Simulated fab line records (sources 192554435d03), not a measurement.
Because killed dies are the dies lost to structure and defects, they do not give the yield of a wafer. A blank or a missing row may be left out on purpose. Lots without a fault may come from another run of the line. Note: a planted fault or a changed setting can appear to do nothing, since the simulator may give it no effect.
Which tool was responsible? :: flow n5 finfet :: Sampling: 9 lots, 27 wafers, 7 of 1938 route steps

== WHAT EACH GAUGE READ, for each wafer ==
N5_MOL_CONTACT_COAG_INSPECT_97: inspects for defects (darkfield). Usual: raw defect count reads 45 (standard deviation 19).
lot: L623
measured: day 5 09:04
on: defect inspect-01
raw defect count: 54 59 67
flag: 

lot: L625
measured: day 5 22:19
on: defect inspect-02
raw defect count: 25 30 15
flag: 

lot: L626
measured: day 6 01:20
on: defect inspect-01
raw defect count: 51 33 27
flag: 

lot: L635
measured: day 8 10:12
on: defect inspect-02
raw defect count: 42 25 21
flag: 

lot: L636
measured: day 8 13:49
on: defect inspect-01
raw defect count: 74 108 54
flag: 

lot: L640
measured: day 9 18:05
on: defect inspect-01
raw defect count: 35 51 48
flag: 

lot: L641
measured: day 9 21:08
on: defect inspect-02
raw defect count: 33 30 51
flag: 

lot: L645
measured: day 10 21:19
on: defect inspect-01
raw defect count: 39 37 40
flag: 

lot: L646
measured: day 11 02:46
on: defect inspect-02
raw defect count: 31 40 32
flag: 

N5_BEOL_M0_SAQP_THK_MEAS_05. Usual: thk nm reads 60.0 nm (standard deviation 0.67).
lot: L623
measured: day 5 10:11
on: film metro-02
thk nm (nm): 59.9 59.3 60.0
flag: 

lot: L625
measured: day 6 00:37
on: film metro-02
thk nm (nm): 59.4 60.6 60.8
flag: 

lot: L626
measured: day 6 03:33
on: film metro-02
thk nm (nm): 59.8 60.0 61.0
flag: 

lot: L635
measured: day 8 11:34
on: film metro-02
thk nm (nm): 59.6 60.0 59.7
flag: 

lot: L636
measured: day 8 17:42
on: film metro-01
thk nm (nm): 59.8 61.0 60.9
flag: 

lot: L640
measured: day 9 22:34
on: film metro-02
thk nm (nm): 50.1 50.7 50.1
flag: OFF

lot: L641
measured: day 9 23:35
on: film metro-01
thk nm (nm): 49.8 51.0 51.9
flag: OFF

lot: L645
measured: day 10 23:59
on: film metro-01
thk nm (nm): 60.2 60.3 60.8
flag: 

lot: L646
measured: day 11 03:52
on: film metro-01
thk nm (nm): 60.1 60.7 60.9
flag: 

N5_BEOL_M4_RC_MEAS_101. Usual: DIBL_N 36.6 mV/V, standard deviation 1.1; DIBL_P 36.7 mV/V, standard deviation 1.5; IOFF_N 0.155 nA/um, standard deviation 0.019; IOFF_P 0.208 nA/um, standard deviation 0.025; ION_N 673 uA/um, standard deviation 8.5; ION_P 462 uA/um, standard deviation 5.9; SS_N 71.6 mV/dec, standard deviation 0.58; SS_P 73.5 mV/dec, standard deviation 0.51; VT_N 250.7 mV, standard deviation 2.4; VT_P -251 mV, standard deviation 3.
lot: L623
measured: day 10 17:33
on: prober-02
DIBL_N (mV/V): 36.8 37.3 36.5
DIBL_P (mV/V): 35.9 36.5 35.9
IOFF_N (nA/um): 0.146 0.154 0.142
IOFF_P (nA/um): 0.228 0.235 0.226
ION_N (uA/um): 660 669 662
ION_P (uA/um): 468 467 464
SS_N (mV/dec): 71.4 71.2 71.4
SS_P (mV/dec): 73.2 73.5 74.0
VT_N (mV): 254.4 251.4 251.8
VT_P (mV): -246 -244 -246
flag: 

lot: L625
measured: day 10 22:09
on: prober-02
DIBL_N (mV/V): 34.9 36.0 35.5
DIBL_P (mV/V): 32.8 34.5 34.1
IOFF_N (nA/um): 0.140 0.161 0.154
IOFF_P (nA/um): 0.178 0.202 0.193
ION_N (uA/um): 673 675 670
ION_P (uA/um): 464 466 457
SS_N (mV/dec): 71.2 71.0 70.9
SS_P (mV/dec): 72.9 72.9 73.0
VT_N (mV): 250.1 248.8 249.8
VT_P (mV): -251 -252 -251
flag: 

lot: L626
measured: day 11 04:32
on: prober-02
DIBL_N (mV/V): 35.4 36.8 36.9
DIBL_P (mV/V): 35.1 36.9 37.4
IOFF_N (nA/um): 0.154 0.183 0.185
IOFF_P (nA/um): 0.207 0.242 0.248
ION_N (uA/um): 667 678 683
ION_P (uA/um): 461 467 468
SS_N (mV/dec): 71.7 72.5 72.2
SS_P (mV/dec): 73.3 73.5 73.1
VT_N (mV): 249.7 247.9 245.7
VT_P (mV): -248 -247 -248
flag: 

lot: L635
measured: day 14 01:33
on: prober-01
DIBL_N (mV/V): 37.1 35.0 37.1
DIBL_P (mV/V): 36.4 34.6 36.7
IOFF_N (nA/um): 0.151 0.121 0.147
IOFF_P (nA/um): 0.197 0.174 0.213
ION_N (uA/um): 673 664 664
ION_P (uA/um): 459 458 456
SS_N (mV/dec): 71.6 71.2 71.8
SS_P (mV/dec): 73.1 72.9 73.4
VT_N (mV): 250.6 257.0 253.5
VT_P (mV): -255 -254 -252
flag: 

lot: L636
measured: day 13 18:49
on: prober-02
DIBL_N (mV/V): 35.0 36.7 35.6
DIBL_P (mV/V): 35.5 37.0 36.5
IOFF_N (nA/um): 0.156 0.173 0.162
IOFF_P (nA/um): 0.220 0.237 0.226
ION_N (uA/um): 674 674 679
ION_P (uA/um): 467 463 466
SS_N (mV/dec): 72.4 72.5 71.6
SS_P (mV/dec): 73.4 73.5 72.8
VT_N (mV): 250.1 248.2 250.3
VT_P (mV): -248 -248 -247
flag: 

lot: L640
measured: day 15 06:02
on: prober-01
DIBL_N (mV/V): 36.6 37.4 37.7
DIBL_P (mV/V): 36.6 38.0 38.4
IOFF_N (nA/um): 0.146 0.164 0.167
IOFF_P (nA/um): 0.185 0.200 0.201
ION_N (uA/um): 673 673 683
ION_P (uA/um): 457 457 467
SS_N (mV/dec): 70.9 72.1 72.1
SS_P (mV/dec): 73.4 73.1 74.0
VT_N (mV): 251.3 249.9 250.7
VT_P (mV): -254 -254 -252
flag: 

lot: L641
measured: day 14 13:06
on: prober-02
DIBL_N (mV/V): 36.6 37.0 36.6
DIBL_P (mV/V): 36.4 36.2 36.0
IOFF_N (nA/um): 0.154 0.161 0.151
IOFF_P (nA/um): 0.181 0.184 0.178
ION_N (uA/um): 683 682 686
ION_P (uA/um): 459 463 460
SS_N (mV/dec): 71.6 71.1 72.5
SS_P (mV/dec): 74.2 73.7 73.2
VT_N (mV): 249.8 249.2 250.2
VT_P (mV): -256 -253 -253
flag: 

lot: L645
measured: day 16 12:02
on: prober-02
DIBL_N (mV/V): 36.7 36.7 36.0
DIBL_P (mV/V): 37.5 37.0 36.0
IOFF_N (nA/um): 0.168 0.166 0.152
IOFF_P (nA/um): 0.178 0.170 0.169
ION_N (uA/um): 679 671 658
ION_P (uA/um): 450 443 443
SS_N (mV/dec): 72.5 71.5 71.6
SS_P (mV/dec): 73.2 72.9 73.0
VT_N (mV): 250.9 251.7 250.1
VT_P (mV): -256 -255 -256
flag: 

lot: L646
measured: day 16 06:34
on: prober-02
DIBL_N (mV/V): 36.8 37.9 34.4
DIBL_P (mV/V): 36.1 37.3 32.9
IOFF_N (nA/um): 0.155 0.179 0.123
IOFF_P (nA/um): 0.218 0.236 0.166
ION_N (uA/um): 681 696 668
ION_P (uA/um): 469 468 455
SS_N (mV/dec): 72.4 71.5 71.7
SS_P (mV/dec): 73.6 74.0 72.3
VT_N (mV): 247.5 247.6 252.1
VT_P (mV): -249 -251 -254
flag: 

== WHAT TOOL EACH LOT RAN ON (gives the tool, then ch and the chambers of the sampled wafers, and finally the start) ==
lot: L623
N5_BEOL_M0_SAQP_PECVD_00: pecvd-03 ch 1, day 5 09:24
N5_BEOL_M0_SAQP_PECVD_03: pecvd-02 ch 0,2, day 5 09:58
N5_BEOL_M0_SAQP_PECVD_04: pecvd-02 ch 0,2, day 5 10:05
N5_BEOL_M0_SAQP_MANDREL_ETCH_20: rie si-02 ch 1,2,3, day 5 11:02

lot: L625
N5_BEOL_M0_SAQP_PECVD_00: pecvd-03 ch 1,2, day 5 22:39
N5_BEOL_M0_SAQP_PECVD_03: pecvd-03 ch 1,2, day 6 00:19
N5_BEOL_M0_SAQP_PECVD_04: pecvd-03 ch 1,2, day 6 00:29
N5_BEOL_M0_SAQP_MANDREL_ETCH_20: rie si-01 ch 0,1,2, day 6 01:20

lot: L626
N5_BEOL_M0_SAQP_PECVD_00: pecvd-01 ch 0,1,2, day 6 01:39
N5_BEOL_M0_SAQP_PECVD_03: pecvd-02 ch 0,2, day 6 03:20
N5_BEOL_M0_SAQP_PECVD_04: pecvd-02 ch 0,2, day 6 03:27
N5_BEOL_M0_SAQP_MANDREL_ETCH_20: rie si-01 ch 0,2,3, day 6 04:26

lot: L635
N5_BEOL_M0_SAQP_PECVD_00: pecvd-02 ch 1,2, day 8 10:29
N5_BEOL_M0_SAQP_PECVD_03: pecvd-01 ch 0,2, day 8 11:22
N5_BEOL_M0_SAQP_PECVD_04: pecvd-01 ch 0,2, day 8 11:28
N5_BEOL_M0_SAQP_MANDREL_ETCH_20: rie si-01 ch 1,3, day 8 12:25

lot: L636
N5_BEOL_M0_SAQP_PECVD_00: pecvd-01 ch 0,1, day 8 14:08
N5_BEOL_M0_SAQP_PECVD_03: pecvd-03 ch 0,1, day 8 17:29
N5_BEOL_M0_SAQP_PECVD_04: pecvd-03 ch 0,1, day 8 17:36
N5_BEOL_M0_SAQP_MANDREL_ETCH_20: rie si-02 ch 0,3, day 8 18:35

lot: L640
N5_BEOL_M0_SAQP_PECVD_00: pecvd-02 ch 0, day 9 18:25
N5_BEOL_M0_SAQP_PECVD_03: pecvd-03 ch 0,2, day 9 22:21
N5_BEOL_M0_SAQP_PECVD_04: pecvd-03 ch 0,2, day 9 22:28
N5_BEOL_M0_SAQP_MANDREL_ETCH_20: rie si-02 ch 0,2,3, day 9 23:26

lot: L641
N5_BEOL_M0_SAQP_PECVD_00: pecvd-03 ch 0,2, day 9 21:26
N5_BEOL_M0_SAQP_PECVD_03: pecvd-03 ch 0,1,2, day 9 23:22
N5_BEOL_M0_SAQP_PECVD_04: pecvd-03 ch 0,1,2, day 9 23:29
N5_BEOL_M0_SAQP_MANDREL_ETCH_20: rie si-01 ch 1,2,3, day 10 00:27

lot: L645
N5_BEOL_M0_SAQP_PECVD_00: pecvd-03 ch 0,1,2, day 10 21:38
N5_BEOL_M0_SAQP_PECVD_03: pecvd-01 ch 0,2, day 10 23:46
N5_BEOL_M0_SAQP_PECVD_04: pecvd-01 ch 0,2, day 10 23:53
N5_BEOL_M0_SAQP_MANDREL_ETCH_20: rie si-01 ch 0,1,2, day 11 00:42

lot: L646
N5_BEOL_M0_SAQP_PECVD_00: pecvd-02 ch 0,1,2, day 11 03:05
N5_BEOL_M0_SAQP_PECVD_03: pecvd-02 ch 0,1, day 11 03:40
N5_BEOL_M0_SAQP_PECVD_04: pecvd-02 ch 0,1, day 11 03:46
N5_BEOL_M0_SAQP_MANDREL_ETCH_20: rie si-01 ch 0,2,3, day 11 04:43
- N5_BEOL_M0_SAQP_PECVD_00: deposits SiCN from 3MS/NH3, target thk 8 nm, time 14 s.
- N5_BEOL_M0_SAQP_PECVD_03: deposits SiCN from 3MS/NH3, target thk 12 nm, time 21.1 s.
- N5_BEOL_M0_SAQP_PECVD_04: deposits a-Si from SiH4/He, target thk 60 nm, time 60.2 s.
- N5_BEOL_M0_SAQP_MANDREL_ETCH_20: etches a-Si in HBr/Cl2, stops on SiNx, target depth 60 nm, bt time 10 s, time 30 s.

== WHAT THE TOOLS THEMSELVES READ (means of the sampled wafers that have a number; where no wafer has one, the mark that the record gives instead) ==
N5_BEOL_M0_SAQP_PECVD_00. Usual: showerhead plenum p Torr 3.665 Torr, standard deviation 0.014; throttle valve pct 9.2 %, standard deviation 0.5.
lot: L623
tool: pecvd-03
showerhead plenum p Torr (Torr): 3.682
throttle valve pct (%): 9.6
flag: 

lot: L625
tool: pecvd-03
showerhead plenum p Torr (Torr): 3.680
throttle valve pct (%): 9.3
flag: 

lot: L626
tool: pecvd-01
showerhead plenum p Torr (Torr): 3.670
throttle valve pct (%): 9.1
flag: 

lot: L635
tool: pecvd-02
showerhead plenum p Torr (Torr): 3.651
throttle valve pct (%): 9.4
flag: 

lot: L636
tool: pecvd-01
showerhead plenum p Torr (Torr): 3.676
throttle valve pct (%): 9.4
flag: 

lot: L640
tool: pecvd-02
showerhead plenum p Torr (Torr): 3.649
throttle valve pct (%): 9.2
flag: 

lot: L641
tool: pecvd-03
showerhead plenum p Torr (Torr): 3.670
throttle valve pct (%): 9.1
flag: 

lot: L645
tool: pecvd-03
showerhead plenum p Torr (Torr): 3.681
throttle valve pct (%): 9.2
flag: 

lot: L646
tool: pecvd-02
showerhead plenum p Torr (Torr): 3.657
throttle valve pct (%): 9.1
flag: 

N5_BEOL_M0_SAQP_PECVD_03. Usual: showerhead plenum p Torr 3.662 Torr, standard deviation 0.015; throttle valve pct 9.3 %, standard deviation 0.48.
lot: L623
tool: pecvd-02
showerhead plenum p Torr (Torr): 3.662
throttle valve pct (%): 9.2
flag: 

lot: L625
tool: pecvd-03
showerhead plenum p Torr (Torr): 3.682
throttle valve pct (%): 9.4
flag: 

lot: L626
tool: pecvd-02
showerhead plenum p Torr (Torr): 3.663
throttle valve pct (%): 9.3
flag: 

lot: L635
tool: pecvd-01
showerhead plenum p Torr (Torr): 3.672
throttle valve pct (%): 8.4
flag: 

lot: L636
tool: pecvd-03
showerhead plenum p Torr (Torr): 3.668
throttle valve pct (%): 9.0
flag: 

lot: L640
tool: pecvd-03
showerhead plenum p Torr (Torr): 3.673
throttle valve pct (%): 9.0
flag: 

lot: L641
tool: pecvd-03
showerhead plenum p Torr (Torr): 3.670
throttle valve pct (%): 9.2
flag: 

lot: L645
tool: pecvd-01
showerhead plenum p Torr (Torr): 3.670
throttle valve pct (%): 8.9
flag: 

lot: L646
tool: pecvd-02
showerhead plenum p Torr (Torr): 3.643
throttle valve pct (%): 9.4
flag: 

N5_BEOL_M0_SAQP_PECVD_04. Usual: heater power w 593 W, standard deviation 77; showerhead plenum p Torr 5.65 Torr, standard deviation 0.058; throttle valve pct 18.6 %, standard deviation 0.95.
lot: L623
tool: pecvd-02
heater power w (W): 624
showerhead plenum p Torr (Torr): 5.65
throttle valve pct (%): 18.3
flag: 

lot: L625
tool: pecvd-03
heater power w (W): 557
showerhead plenum p Torr (Torr): 5.73
throttle valve pct (%): 18.8
flag: 

lot: L626
tool: pecvd-02
heater power w (W): 611
showerhead plenum p Torr (Torr): 5.65
throttle valve pct (%): 18.4
flag: 

lot: L635
tool: pecvd-01
heater power w (W): 529
showerhead plenum p Torr (Torr): 5.67
throttle valve pct (%): 16.8
flag: 

lot: L636
tool: pecvd-03
heater power w (W): 656
showerhead plenum p Torr (Torr): 5.69
throttle valve pct (%): 17.9
flag: 

lot: L640
tool: pecvd-03
heater power w (W): 542
showerhead plenum p Torr (Torr): 5.71
throttle valve pct (%): 18.1
flag: 

lot: L641
tool: pecvd-03
heater power w (W): 570
showerhead plenum p Torr (Torr): 5.72
throttle valve pct (%): 18.3
flag: 

lot: L645
tool: pecvd-01
heater power w (W): 551
showerhead plenum p Torr (Torr): 5.68
throttle valve pct (%): 17.9
flag: 

lot: L646
tool: pecvd-02
heater power w (W): 614
showerhead plenum p Torr (Torr): 5.59
throttle valve pct (%): 19.3
flag: 

N5_BEOL_M0_SAQP_MANDREL_ETCH_20. Usual: HBr_flow_sccm 150.0 sccm, standard deviation 0.45; drypump motor current A 5.7 A, standard deviation 0.36; oes product au 0.775 a.u., standard deviation 0.011; throttle valve pct 35.53 %, standard deviation 0.25.
lot: L623
tool: rie si-02
HBr_flow_sccm (sccm): 150.2
drypump motor current A (A): 5.7
oes product au (a.u.): 0.774
throttle valve pct (%): 35.59
flag: 

lot: L625
tool: rie si-01
HBr_flow_sccm (sccm): 149.6
drypump motor current A (A): 5.7
oes product au (a.u.): 0.766
throttle valve pct (%): 35.65
flag: 

lot: L626
tool: rie si-01
HBr_flow_sccm (sccm): 149.5
drypump motor current A (A): 5.8
oes product au (a.u.): 0.772
throttle valve pct (%): 35.51
flag: 

lot: L635
tool: rie si-01
HBr_flow_sccm (sccm): 149.9
drypump motor current A (A): 5.9
oes product au (a.u.): 0.771
throttle valve pct (%): 35.40
flag: 

lot: L636
tool: rie si-02
HBr_flow_sccm (sccm): 150.1
drypump motor current A (A): 5.6
oes product au (a.u.): 0.781
throttle valve pct (%): 35.71
flag: 

lot: L640
tool: rie si-02
HBr_flow_sccm (sccm): 149.8
drypump motor current A (A): 5.4
oes product au (a.u.): 0.698
throttle valve pct (%): 35.76
flag: OFF

lot: L641
tool: rie si-01
HBr_flow_sccm (sccm): 150.5
drypump motor current A (A): 5.8
oes product au (a.u.): 0.701
throttle valve pct (%): 35.56
flag: OFF

lot: L645
tool: rie si-01
HBr_flow_sccm (sccm): 150.2
drypump motor current A (A): 5.7
oes product au (a.u.): 0.766
throttle valve pct (%): 35.66
flag: 

lot: L646
tool: rie si-01
HBr_flow_sccm (sccm): 149.7
drypump motor current A (A): 5.8
oes product au (a.u.): 0.775
throttle valve pct (%): 35.51
flag: 

== THE ANSWER, worked out from the rows above alone ==
Rule: a lot counts as off when the mean over its wafers that have a number is more than 3 standard deviations away from the usual mean. A lot without any number at a reading at which 4 lots or more have one is off too. All remaining lots with rows at the step are treated as sound. The gauges are gone through in route order, then the tools' own readings, and for those a lot's mean is taken as printed above. At the first step where some lot is off, the reading lying furthest off is the one used; lots without a number count as furthest.
Off, at N5_BEOL_M0_SAQP_THK_MEAS_05 on thk nm: L640, L641.
A tool fits if, at a process step before that reading, it ran every lot that is off, and no sound lot after the first of them. Not tried: the gauges at N5_BEOL_M0_SAQP_THK_MEAS_05; whatever is off there is also off at N5_BEOL_M0_SAQP_MANDREL_ETCH_20, on other tools, and gauge error can't account for it. One fits: N5_BEOL_M0_SAQP_PECVD_03 and N5_BEOL_M0_SAQP_PECVD_04 on pecvd-03. At N5_BEOL_M0_SAQP_PECVD_03 its last sound lot is L636 (day 8 17:29), its first lot that is off L640 (day 9 22:21): a fault that began between those two fits.

== WHAT WAS PUT IN BY THE SIMULATOR ==
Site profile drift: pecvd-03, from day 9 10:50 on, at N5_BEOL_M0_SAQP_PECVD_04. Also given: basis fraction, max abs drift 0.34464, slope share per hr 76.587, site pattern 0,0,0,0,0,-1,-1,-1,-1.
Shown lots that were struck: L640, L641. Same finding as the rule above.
